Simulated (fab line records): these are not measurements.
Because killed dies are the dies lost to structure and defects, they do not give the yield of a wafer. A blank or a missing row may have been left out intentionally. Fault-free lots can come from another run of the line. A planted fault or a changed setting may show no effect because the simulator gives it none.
Comparing a struck lot with a sound one :: flow n5_finfet :: 15 out of 1938 route steps
Sound: the wafers L144.4, L144.5, L144.6. Struck: wafer L153.6. (L153.3, L153.4 of the same lot were not struck and are left out.) The cause comes at the end.
Order at every step that has rows: each side's tool, ch and its chambers, its first start. Under that, the readings that differ: sound wafers :: struck wafers :: difference of the means :: sigmas: that difference in standard deviations of wafers without a fault.
alike: readings whose means differ by less than 2 such deviations, and words and numbers that are the same on both sides. not compared: withheld readings, readings that some wafer has no value for, bounds like >300 that may hide the same value, and numbers for which the record gives no deviation and whose values overlap.
Wherever a step has rows on one side only, a row that says differs or no value, or a row with sigmas, the two part there. Numbers that don't overlap but have no deviation are shown without sigmas and don't part them. A reading missing from all wafers of one side parts the sides only when that side holds two or more wafers.

first, 8 steps without rows for these wafers: N5_BEOL_M12_COAT_58 (time 60 s, resist thk 89 nm); N5_BEOL_M12_COAT_04 (resist thk 400 nm); N5_BEOL_M12_EBR_06; N5_BEOL_M12_SOFTBAKE_05 (time 60 s); N5_BEOL_M12_EXPOSE_07 (exposes mask V11); N5_BEOL_M12_PEB_08 (peb time 90 s); N5_BEOL_M12_DEVELOP_09 (develop time 45 s); N5_BEOL_M12_HARDBAKE_14 (time 120 s).
N5_BEOL_M12_CD_MEAS_10: the cd target is 140 nm.
  sound on cd_sem-02 ch 0, day 10 13:54; struck on cd_sem-01 ch 0, day 12 18:36
  alike: cd_nm
N5_BEOL_M12_OVL_MEAS_11:
  sound on overlay-01 ch 0, day 10 13:55; struck on overlay-02 ch 0, day 12 18:38
reading: V11_OVL (nm)
sound: -6 -1 1
struck: 15
difference: +17
sigmas: +3
N5_BEOL_M12_INSPECT_12: inspects for defects (macro).
  sound on defect_inspect-01 at day 10 13:57; struck on defect_inspect-02 at day 12 18:39
  alike: raw_defect_count
N5_BEOL_M12_DESCUM_15: chemistry O2, time 7.9 s.
  sound on rie_diel-02 ch 1,2,3, day 10 14:59; struck on rie_diel-05 ch 3, day 12 18:41
  alike: bias_power_w, drypump_motor_current_A, oes_product_au, rf_vpp_V, showerhead_plenum_p_Torr, throttle_valve_pct
  not compared: rf_hours_counter_h
N5_BEOL_M12_ETCH_59: etches BARC in N2/H2, target depth 89 nm, overetch 26.7 nm, time 67.9 s.
  sound on rie_diel-02 ch 1,2,3, day 10 15:02; struck on rie_diel-05 ch 3, day 12 18:43
reading: bias_w (W)
sound: 149.9 150.9 150.4
struck: 131.3
difference: -19.1
sigmas: -41

reading: rf_vpp_V (V)
sound: 525.9 525.3 524.6
struck: 484.4
difference: -40.9
sigmas: -14
  alike: drypump_motor_current_A, oes_product_au, showerhead_plenum_p_Torr, throttle_valve_pct
  not compared: rf_hours_counter_h
N5_BEOL_M12_VIA_ETCH_16: etches SiOC in C4F8/O2/Ar, target depth 724.8 nm.
  sound on rie_diel-02 ch 1,2,3, day 10 15:05; struck on rie_diel-05 ch 3, day 12 18:46
  alike: bias_w, drypump_motor_current_A, he_outer_torr, mfc_ar_sccm, oes_product_au, rf_vpp_V, showerhead_plenum_p_Torr, throttle_valve_pct
N5_PASSIVATION_PROBE_49:
  sound wafers here have rows in the record (prober-01, day 12 08:16); struck ones have none

## WHERE THEY PART
Earliest at N5_BEOL_M12_OVL_MEAS_11; latest, in this record, at N5_PASSIVATION_PROBE_49.

WHY: what had been put in by the simulator
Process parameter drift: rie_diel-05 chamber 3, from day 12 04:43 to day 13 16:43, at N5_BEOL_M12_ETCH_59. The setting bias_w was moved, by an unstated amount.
